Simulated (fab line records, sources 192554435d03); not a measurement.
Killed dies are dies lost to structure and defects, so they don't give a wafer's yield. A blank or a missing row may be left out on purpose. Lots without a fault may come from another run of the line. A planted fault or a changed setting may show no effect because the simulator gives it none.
Which tool did it? | flow n5_finfet | 9 lots, 27 wafers sampled, at 6 steps of a route of 1938

WHAT THE GAUGES READ, wafer by wafer
N5_BEOL_M10_INSPECT_58: inspects for defects (darkfield). Usual: raw_defect_count 69, standard deviation 21.
lot  | measured     | on                | raw_defect_count | flag
L814 | day 11 14:55 | defect_inspect-01 | 51 49 62         |
L817 | day 12 04:11 | defect_inspect-02 | 77 67 45         |
L816 | day 12 09:14 | defect_inspect-02 | 37 57 61         |
L818 | day 12 21:59 | defect_inspect-02 | 57 52 50         |
L822 | day 14 05:11 | defect_inspect-01 | 68 49 50         |
L823 | day 14 05:38 | defect_inspect-02 | 82 66 79         |
L826 | day 14 12:27 | defect_inspect-02 | 64 97 72         |
L827 | day 15 05:19 | defect_inspect-01 | 79 74 67         |
L832 | day 16 08:13 | defect_inspect-01 | 99 47 90         |

N5_BEOL_M11_INSPECT_13: inspects for defects (brightfield). Usual: raw_defect_count 406, standard deviation 120.
lot  | measured     | on                | raw_defect_count | flag
L814 | day 11 17:16 | defect_inspect-02 | 505 465 374      |
L817 | day 12 07:15 | defect_inspect-01 | 396 518 449      |
L816 | day 12 10:58 | defect_inspect-02 | 466 469 491      |
L818 | day 12 23:41 | defect_inspect-02 | 332 231 306      |
L822 | day 14 10:20 | defect_inspect-02 | 415 349 314      |
L823 | day 14 10:32 | defect_inspect-01 | 550 523 738      |
L826 | day 14 13:46 | defect_inspect-01 | 264 374 307      |
L827 | day 15 07:58 | defect_inspect-02 | 563 999 462      |
L832 | day 16 10:35 | defect_inspect-02 | 723 541 580      |

N5_BEOL_M11_INSPECT_30: inspects for defects (brightfield). Usual: raw_defect_count 414, standard deviation 120.
lot  | measured     | on                | raw_defect_count | flag
L814 | day 11 19:35 | defect_inspect-02 | 519 461 415      |
L817 | day 12 09:38 | defect_inspect-02 | 440 606 484      |
L816 | day 12 13:15 | defect_inspect-01 | 417 403 435      |
L818 | day 13 00:44 | defect_inspect-01 | 299 200 266      |
L822 | day 14 11:14 | defect_inspect-02 | 385 337 312      |
L823 | day 14 12:39 | defect_inspect-01 | 546 547 748      |
L826 | day 14 16:04 | defect_inspect-01 | 293 366 309      |
L827 | day 15 10:34 | defect_inspect-01 | 477 868 398      |
L832 | day 16 13:55 | defect_inspect-02 | 687 542 571      |

WHICH TOOL RAN EACH LOT (tool, then ch and the chambers of the sampled wafers, then the start)
lot  | N5_BEOL_M11_PECVD_70            | N5_BEOL_M11_ETCH_61                | N5_BEOL_M11_STRIP_19
L814 | pecvd-04 ch 1,2, day 11 15:35   | rie_diel-02 ch 1,2, day 11 17:19   | rie_diel-05 ch 1,2,3, day 11 17:52
L817 | pecvd-04 ch 0,1,2, day 12 04:52 | rie_diel-06 ch 0,3, day 12 07:26   | rie_diel-06 ch 0,1, day 12 07:47
L816 | pecvd-04 ch 0,1,2, day 12 09:54 | rie_diel-02 ch 0,1,3, day 12 11:02 | rie_diel-02 ch 0,1,3, day 12 11:23
L818 | pecvd-04 ch 1,2, day 12 23:05   | rie_diel-06 ch 0,2,3, day 12 23:46 | rie_diel-06 ch 0,1, day 13 00:08
L822 | pecvd-04 ch 0,1,2, day 14 05:50 | rie_diel-05 ch 0,2,3, day 14 10:24 | rie_diel-02 ch 0,1,3, day 14 10:49
L823 | pecvd-04 ch 0,1, day 14 06:18   | rie_diel-02 ch 0,1,2, day 14 10:36 | rie_diel-02 ch 2,3, day 14 11:07
L826 | pecvd-02 ch 1,2, day 14 13:07   | rie_diel-05 ch 0,2,3, day 14 13:52 | rie_diel-05 ch 0,1,3, day 14 14:19
L827 | pecvd-04 ch 0,1,2, day 15 05:59 | rie_diel-06 ch 0,1,2, day 15 08:17 | rie_diel-05 ch 0,1,3, day 15 08:57
L832 | pecvd-02 ch 0,1, day 16 08:52   | rie_diel-02 ch 2,3, day 16 11:18   | rie_diel-06 ch 0,2,3, day 16 11:43
- N5_BEOL_M11_PECVD_70: deposits SiO2 from TEOS/O2, target thk 20 nm, time 22.7 s.
- N5_BEOL_M11_ETCH_61: etches SiARC in CF4, target depth 39 nm, time 65 s.
- N5_BEOL_M11_STRIP_19: strips in O2.

WHAT THE TOOLS THEMSELVES READ (means of the sampled wafers that have a number; where no wafer has one, the mark that the record gives instead)
N5_BEOL_M11_PECVD_70. Usual: heater_power_w 709 W, standard deviation 77; showerhead_plenum_p_Torr 8.77 Torr, standard deviation 0.048; throttle_valve_pct 23.1 %, standard deviation 1.7.
lot  | tool     | heater_power_w (W) | showerhead_plenum_p_Torr (Torr) | throttle_valve_pct (%) | flag
L814 | pecvd-04 | 729                | 8.79                            | 21.6                   |
L817 | pecvd-04 | 688                | 8.78                            | 22.7                   |
L816 | pecvd-04 | 716                | 8.78                            | 22.6                   |
L818 | pecvd-04 | 777                | 8.78                            | 21.3                   |
L822 | pecvd-04 | 732                | 8.77                            | 22.8                   |
L823 | pecvd-04 | 807                | 8.80                            | 24.1                   |
L826 | pecvd-02 | 662                | 8.75                            | 22.9                   |
L827 | pecvd-04 | 713                | 8.78                            | 22.9                   |
L832 | pecvd-02 | 685                | 8.70                            | 24.7                   |

N5_BEOL_M11_ETCH_61. Usual: cf4_flow_sccm 100.00 sccm, standard deviation 0.29; drypump_motor_current_A 5.7 A, standard deviation 0.35; etch_rf_on_time_s 64.7 s, standard deviation 0.83; oes_product_au 0.66 a.u., standard deviation 0.066; rf_vpp_V 184.1 V, standard deviation 1.2; showerhead_plenum_p_Torr 2.14 Torr, standard deviation 0.078; throttle_valve_pct 15.67 %, standard deviation 0.27.
lot  | tool        | cf4_flow_sccm (sccm) | drypump_motor_current_A (A) | etch_rf_on_time_s (s) | oes_product_au (a.u.) | rf_vpp_V (V) | showerhead_plenum_p_Torr (Torr) | throttle_valve_pct (%) | flag
L814 | rie_diel-02 | 99.98                | 6.0                         | 64.7                  | 0.65                  | 184.6        | 2.18                            | 15.83                  |
L817 | rie_diel-06 | 99.94                | 5.6                         | 64.8                  | 0.71                  | 185.1        | 2.25                            | 15.54                  |
L816 | rie_diel-02 | 99.98                | 5.7                         | 64.8                  | 0.69                  | 184.5        | 2.19                            | 15.67                  |
L818 | rie_diel-06 | 100.18               | 5.6                         | 64.5                  | 0.69                  | 184.8        | 2.18                            | 15.65                  |
L822 | rie_diel-05 | 100.00               | 5.9                         | 64.5                  | 0.64                  | 183.8        | 2.14                            | 15.58                  |
L823 | rie_diel-02 | 99.86                | 5.7                         | 64.2                  | 0.69                  | 184.8        | 2.15                            | 15.61                  |
L826 | rie_diel-05 | 99.91                | 5.9                         | 64.1                  | 0.64                  | 184.5        | 2.14                            | 15.57                  |
L827 | rie_diel-06 | 100.04               | 5.9                         | 64.5                  | 0.63                  | 182.7        | 2.08                            | 15.97                  |
L832 | rie_diel-02 | 100.06               | 5.5                         | 65.9                  | 0.61                  | 184.1        | 2.10                            | 15.78                  |

N5_BEOL_M11_STRIP_19. Usual: drypump_motor_current_A 5.7 A, standard deviation 0.35; oes_product_au 0.78 a.u., standard deviation 0.083; rf_vpp_V 3.6 V, standard deviation 0.58; showerhead_plenum_p_Torr 2.08 Torr, standard deviation 0.084; throttle_valve_pct 16.72 %, standard deviation 0.3.
lot  | tool        | drypump_motor_current_A (A) | oes_product_au (a.u.) | rf_vpp_V (V) | showerhead_plenum_p_Torr (Torr) | throttle_valve_pct (%) | flag
L814 | rie_diel-05 | 5.6                         | 0.82                  | 3.9          | 2.08                            | 16.53                  |
L817 | rie_diel-06 | 5.8                         | 0.76                  | 4.2          | 2.11                            | 16.87                  |
L816 | rie_diel-02 | 5.7                         | 0.82                  | 3.7          | 2.14                            | 16.72                  |
L818 | rie_diel-06 | 5.9                         | 0.75                  | 4.0          | 2.02                            | 17.03                  |
L822 | rie_diel-02 | 5.8                         | 0.79                  | 3.2          | 2.14                            | 16.74                  |
L823 | rie_diel-02 | 5.5                         | 0.73                  | 3.1          | 2.03                            | 16.73                  |
L826 | rie_diel-05 | 5.6                         | 0.78                  | 3.0          | 2.05                            | 16.61                  |
L827 | rie_diel-05 | 5.6                         | 0.78                  | 3.7          | 2.04                            | 16.61                  |
L832 | rie_diel-06 | 5.6                         | 0.77                  | 4.1          | 2.13                            | 16.74                  |

THE ANSWER, worked out from the rows above alone
Rule: a lot is off if the mean of its wafers that have a number lies more than 3 standard deviations from the usual mean. A lot without any number at a reading at which 4 lots or more have one is off too. The other lots that the step has rows for count as sound. The gauges are gone through in route order, then the tools' own readings, and for those a lot's mean is taken as printed above. The first step at which some lot is off is used, and at that step the reading that is off furthest; a lot without a number counts as furthest.
No lot is off at any reading shown: from this, nothing can be told.

WHAT THE SIMULATOR HAD PUT IN
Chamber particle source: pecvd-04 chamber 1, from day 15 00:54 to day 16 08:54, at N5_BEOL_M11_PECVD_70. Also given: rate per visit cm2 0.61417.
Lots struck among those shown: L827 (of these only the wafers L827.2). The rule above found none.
